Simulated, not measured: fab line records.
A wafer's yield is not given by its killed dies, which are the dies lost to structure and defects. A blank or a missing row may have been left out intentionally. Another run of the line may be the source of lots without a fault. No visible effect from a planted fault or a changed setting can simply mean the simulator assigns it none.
What tool caused it?    flow n5_finfet    23 lots, 69 wafers sampled, at 3 steps of a route of 1938

== WHAT EACH GAUGE READ, for each wafer ==
N5_BEOL_M11_OVL_MEAS_12. Usual: for M11_OVL the level is 0.4 nm and the standard deviation is 0.8.
lot   measured      on          M11_OVL (nm)    flag
L074  day 10 12:33  overlay-02  0.5 0.2 0.5     
L076  day 10 14:17  overlay-02  0.8 -0.6 1.3    
L077  day 11 07:46  overlay-01  -0.1 0.8 0.0    
L075  day 11 11:31  overlay-02  0.5 -0.7 -0.4   
L079  day 11 17:07  overlay-02  -0.3 1.3 -0.3   
L078  day 11 17:26  overlay-02  0.3 0.2 1.1     
L080  day 12 11:41  overlay-01  -1.3 -1.5 -0.9  
L082  day 12 11:43  overlay-02  0.0 0.3 0.2     
L083  day 12 13:44  overlay-01  0.7 0.3 -0.1    
L085  day 12 19:20  overlay-02  -0.7 0.3 0.8    
L081  day 12 19:29  overlay-02  -0.2 -0.2 0.8   
L084  day 13 19:59  overlay-02  2.0 1.2 -0.6    
L087  day 14 08:53  overlay-02  0.5 0.9 0.3     
L086  day 14 09:17  overlay-02  0.8 -0.6 0.8    
L088  day 14 10:37  overlay-02  -1.5 0.0 0.3    
L089  day 14 13:37  overlay-01  1.3 0.0 -0.3    
L090  day 14 19:28  overlay-02  1.3 0.6 0.6     
L091  day 14 23:00  overlay-01  0.0 0.8 1.4     
L093  day 15 18:29  overlay-02  0.3 1.4 0.8     
L094  day 15 18:53  overlay-01  0.2 1.7 0.8     
L095  day 16 02:41  overlay-02  1.0 1.5 1.2     
L096  day 16 16:29  overlay-01  -0.4 0.7 -0.2   
L097  day 17 02:55  overlay-02  0.8 1.6 1.3     

N5_BEOL_M11_INSPECT_13: inspects for defects (brightfield). Usual: raw_defect_count reads 407 (standard deviation 97).
lot   measured      on                 raw_defect_count  flag
L074  day 10 12:34  defect_inspect-01  384 337 435       
L076  day 10 14:18  defect_inspect-01  498 410 360       
L077  day 11 07:48  defect_inspect-01  376 379 486       
L075  day 11 11:32  defect_inspect-01  365 337 368       
L079  day 11 17:08  defect_inspect-01  398 395 325       
L078  day 11 17:28  defect_inspect-01  359 278 322       
L080  day 12 11:43  defect_inspect-01  573 640 334       
L082  day 12 11:45  defect_inspect-02  647 497 606       
L083  day 12 13:46  defect_inspect-02  316 317 360       
L085  day 12 19:22  defect_inspect-01  495 693 306       
L081  day 12 19:31  defect_inspect-02  409 297 323       
L084  day 13 20:00  defect_inspect-01  520 255 404       
L087  day 14 08:55  defect_inspect-01  349 281 298       
L086  day 14 09:18  defect_inspect-01  286 294 318       
L088  day 14 10:38  defect_inspect-02  539 518 542       
L089  day 14 13:38  defect_inspect-02  578 557 377       
L090  day 14 19:29  defect_inspect-02  489 389 405       
L091  day 14 23:01  defect_inspect-02  408 280 325       
L093  day 15 18:31  defect_inspect-01  497 381 345       
L094  day 15 18:55  defect_inspect-01  530 418 474       
L095  day 16 02:43  defect_inspect-02  328 269 272       
L096  day 16 16:30  defect_inspect-01  436 387 520       
L097  day 17 02:56  defect_inspect-01  304 370 353       

== TOOL THAT RAN EACH LOT (tool first, then ch and the chambers of the sampled wafers, then the start) ==
lot   N5_BEOL_M10_SPUTTER_48
L074  pvd_sputter-03, day 10 07:57
L076  pvd_sputter-01, day 10 11:58
L077  pvd_sputter-01, day 11 04:28
L075  pvd_sputter-02, day 11 07:40
L079  pvd_sputter-01, day 11 12:59
L078  pvd_sputter-01, day 11 13:38
L080  pvd_sputter-02, day 12 07:29
L082  pvd_sputter-01, day 12 08:02
L083  pvd_sputter-02, day 12 10:52
L085  pvd_sputter-02, day 12 16:09
L081  pvd_sputter-02, day 12 16:14
L084  pvd_sputter-03, day 13 12:44
L087  pvd_sputter-01, day 14 05:45
L086  pvd_sputter-02, day 14 06:53
L088  pvd_sputter-02, day 14 07:14
L089  pvd_sputter-03, day 14 09:40
L090  pvd_sputter-03, day 14 16:11
L091  pvd_sputter-01, day 14 18:25
L093  pvd_sputter-03, day 15 13:02
L094  pvd_sputter-03, day 15 13:41
L095  pvd_sputter-02, day 15 20:23
L096  pvd_sputter-01, day 16 12:44
L097  pvd_sputter-02, day 16 23:02
- N5_BEOL_M10_SPUTTER_48: material Cu, target thk 12 nm, time 2 s.

== AS READ BY THE TOOLS THEMSELVES (means over the sampled wafers that have a number; for cases with no such wafer, the mark the record gives instead) ==
N5_BEOL_M10_SPUTTER_48. Usual: chuck_gas_flow_sccm 1.25 sccm, standard deviation 0.053; substrate_temp_c -20.01 C, standard deviation 0.1; throttle_valve_pct 29.9 %, standard deviation 0.95.
lot   tool            chuck_gas_flow_sccm (sccm)  substrate_temp_c (C)  throttle_valve_pct (%)  flag
L074  pvd_sputter-03  1.20                        -20.04                30.5                    
L076  pvd_sputter-01  1.22                        -19.98                30.0                    
L077  pvd_sputter-01  1.27                        -20.00                30.4                    
L075  pvd_sputter-02  1.33                        -19.98                30.2                    
L079  pvd_sputter-01  1.24                        -19.88                29.2                    
L078  pvd_sputter-01  1.27                        -20.09                29.8                    
L080  pvd_sputter-02  1.30                        -20.00                29.5                    
L082  pvd_sputter-01  1.28                        -20.04                29.3                    
L083  pvd_sputter-02  1.27                        -19.98                29.0                    
L085  pvd_sputter-02  1.27                        -20.06                29.2                    
L081  pvd_sputter-02  1.25                        -20.02                29.7                    
L084  pvd_sputter-03  1.24                        -19.96                30.1                    
L087  pvd_sputter-01  1.26                        -19.90                30.9                    
L086  pvd_sputter-02  1.25                        -20.06                29.0                    
L088  pvd_sputter-02  1.22                        -20.08                29.6                    
L089  pvd_sputter-03  1.26                        -20.08                31.0                    
L090  pvd_sputter-03  1.21                        -20.00                30.6                    
L091  pvd_sputter-01  1.22                        -20.01                29.7                    
L093  pvd_sputter-03  1.26                        -20.04                30.3                    
L094  pvd_sputter-03  1.20                        -19.95                30.4                    
L095  pvd_sputter-02  1.28                        -20.09                29.4                    
L096  pvd_sputter-01  1.23                        -19.98                30.1                    
L097  pvd_sputter-02  1.28                        -20.05                29.6                    

== THE ANSWER, worked out from the rows above alone ==
Rule: lot off if the mean of its wafers having a number is beyond 3 standard deviations from the usual mean. Also off: a lot with no number at a reading for which 4 or more lots have one. All remaining lots with rows at the step are treated as sound. Order of review: gauges by route order, followed by the tools' own readings, for which a lot's mean as printed above is used. At the first step where some lot is off, the reading lying furthest off is the one used; lots without a number count as furthest.
Nothing can be told from this: no lot is off at any reading shown.

== WHAT HAD BEEN PUT IN BY THE SIMULATOR ==
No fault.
